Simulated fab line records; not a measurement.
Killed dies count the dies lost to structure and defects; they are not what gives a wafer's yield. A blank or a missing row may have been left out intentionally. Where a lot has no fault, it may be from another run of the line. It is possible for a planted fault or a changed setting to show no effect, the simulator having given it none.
Lot-split experiment -- flow n5-finfet -- 33 wafers read across 7 lots, on a route 1938 steps long

== THE SPLIT ==
At N5_BEOL_M9_ETCH_62 (etches SOC in N2/H2, target depth 110 nm, overetch 22 nm, time 165 s), the setting time-s was moved away from the recipe's 165 s on 11 of the 33 wafers read, by +18.4% to +59.6%. All remaining wafers had this setting at the recipe value.

== FROM THE SPLIT TO THE READING: what the file shows between them, 9 steps ==
- N5_BEOL_M9_STRIP_68: strips in N2/H2
- N5_BEOL_M9_STRIP_67: strips in CF4
- N5_BEOL_M9_HM_OPEN_17: chemistry Cl2/BCl3, target TiN, target depth 20 nm, overetch 6 nm
- N5_BEOL_M9_STRIP_19: strips in O2
- N5_BEOL_M9_CD_MEAS_18: pitch 140 nm, target cd 70 nm
- N5_BEOL_M9_COAT_63: time 60 s, resist thk 60 nm
- N5_BEOL_M9_COAT_64: time 60 s, resist thk 12 nm
- N5_BEOL_M9_PRECLEAN_42: cleans in residue remover, time 60 s
- N5_BEOL_M9_SRD_43: time 30 s

== THE READING ==
cd-nm, in nm, at N5_BEOL_M9_CD_MEAS_35 (target cd 70 nm, target cd y 40 nm). A value of 70.1 nm with a standard deviation of 0.47 nm is what fault-free wafers of this fab line usually give.

wafer,"tool, chamber at the split","time-s as run, s",against the recipe,"cd-nm, nm",against lot-mates on the recipe
L074.1,"rie-diel-05, 2",165,recipe,70.3,-
L074.2,"rie-diel-05, 1",165,recipe,70.0,-
L074.3,"rie-diel-05, 0",165,recipe,70.4,-
L074.4,"rie-diel-05, 0",165,recipe,70.6,-
L074.5,"rie-diel-05, 2",165,recipe,70.1,-
L074.6,"rie-diel-05, 1",165,recipe,70.7,-
L078.1,"rie-diel-06, 2",165,recipe,69.9,-
L078.4,"rie-diel-06, 1",165,recipe,69.7,-
L078.6,"rie-diel-06, 1",165,recipe,69.8,-
L080.1,"rie-diel-05, 0",165,recipe,70.7,-
L080.2,"rie-diel-05, 1",263.4,+59.6%,73.0,+2.3
L080.3,"rie-diel-05, 2",165,recipe,70.8,-
L080.4,"rie-diel-05, 3",263.4,+59.6%,73.1,+2.4
L080.5,"rie-diel-05, 2",263.4,+59.6%,73.5,+2.8
L080.6,"rie-diel-05, 1",165,recipe,70.7,-
L079.2,"rie-diel-06, 0",165,recipe,70.2,-
L079.4,"rie-diel-06, 2",165,recipe,70.2,-
L079.5,"rie-diel-06, 2",165,recipe,69.4,-
L085.1,"rie-diel-05, 3",199.4,+20.8%,70.5,+0.8
L085.2,"rie-diel-05, 0",199.4,+20.8%,70.4,+0.7
L085.3,"rie-diel-05, 2",199.4,+20.8%,71.5,+1.8
L085.4,"rie-diel-05, 1",165,recipe,69.6,-
L085.5,"rie-diel-05, 0,3",165,recipe,69.7,-
L085.6,"rie-diel-05, 0,3",165,recipe,69.9,-
L091.1,"rie-diel-06, 0",237.4,+43.9%,72.5,+2.4
L091.2,"rie-diel-06, 3",237.4,+43.9%,71.7,+1.6
L091.3,"rie-diel-06, 1",165,recipe,70.1,-
L091.4,"rie-diel-06, 2",165,recipe,69.9,-
L091.5,"rie-diel-06, 1",237.4,+43.9%,71.9,+1.8
L091.6,"rie-diel-06, 0",165,recipe,70.3,-
L093.1,"rie-diel-06, 2",195.4,+18.4%,70.4,-0.3
L093.2,"rie-diel-06, 0",165,recipe,70.7,-
L093.3,"rie-diel-06, 3",195.4,+18.4%,70.4,-0.3
Where a row lists several chambers, the file gives one row for several wafers and doesn't say which wafer went through which chamber.

THE FIT
A straight line over all 33 wafers: cd-nm changes by +0.0468 nm for each +1% of time-s; r = +0.91; the points scatter about the line by 0.44 nm.
The same after taking each lot's own level away (the mean of its wafers on the recipe; 33 wafers): +0.0416 nm for each +1%; r = +0.91; scatter 0.38 nm.
According to that fit, moving time-s by its largest amount changes the reading by 2.5 nm.
Measured against the standard deviation above, the lots' own levels, which go from 69.73 to 70.73 nm, span 2.1 times it.
Hence the slope depends on the lot-to-lot level, as the two fits are not the same.
Check: +2.49 nm against its lot-mates is what the line predicts for one of the wafers moved furthest among these (+59.6%) when that wafer is left out of the fit. It came out at +2.27 nm against them.

== ADDITIONAL SPLITS CARRIED BY THESE WAFERS ==
Note: prior to the reading, these wafers also went through further splits. Each is held against what the fit with the lots' levels taken away leaves over:
other split on the same wafers,wafers away from the commonest value,r with cd-nm (lot level and that fit taken away)
N5_BEOL_M2_VIA_ETCH_34 time-s,10,+0.13
N5_BEOL_M5_ETCH_62 target-depth-a,14,+0.10

== THE WHOLE CHAIN: every reading that the file lists as answering this split, in the file's order ==
step,what it does,reading,change (the file's fit),r (the file's)
N5_BEOL_M9_ETCH_62,"etches SOC in N2/H2, target depth 110 nm, overetch 22 nm, time 165 s","SiARC_of_BEOL_M9_COAT_60.thk-nm (the simulator's own value, which no gauge read)",-0.065 nm for each +1% of the setting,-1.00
N5_BEOL_M9_ETCH_62,"etches SOC in N2/H2, target depth 110 nm, overetch 22 nm, time 165 s","BEOL_M9.cd-offset-nm (the simulator's own value, which no gauge read)",+0.0331 nm for each +1% of the setting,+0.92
N5_BEOL_M9_HM_OPEN_17,"chemistry Cl2/BCl3, target TiN, target depth 20 nm, overetch 6 nm","etch.depth-nm (the simulator's own value, which no gauge read)","not straight: 20.21 at the lowest setting, 20.09 at the recipe, 10.14 at the highest",not given
N5_BEOL_M9_CD_MEAS_18,"pitch 140 nm, target cd 70 nm",cd-nm,+0.0446 nm for each +1% of the setting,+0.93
N5_BEOL_M9_CD_MEAS_35,"target cd 70 nm, target cd y 40 nm",cd-nm,+0.0416 nm for each +1% of the setting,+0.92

== THE FILE'S OWN FIT ==
cd-nm changes by +0.0416 nm for each +1% of time-s, r = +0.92.
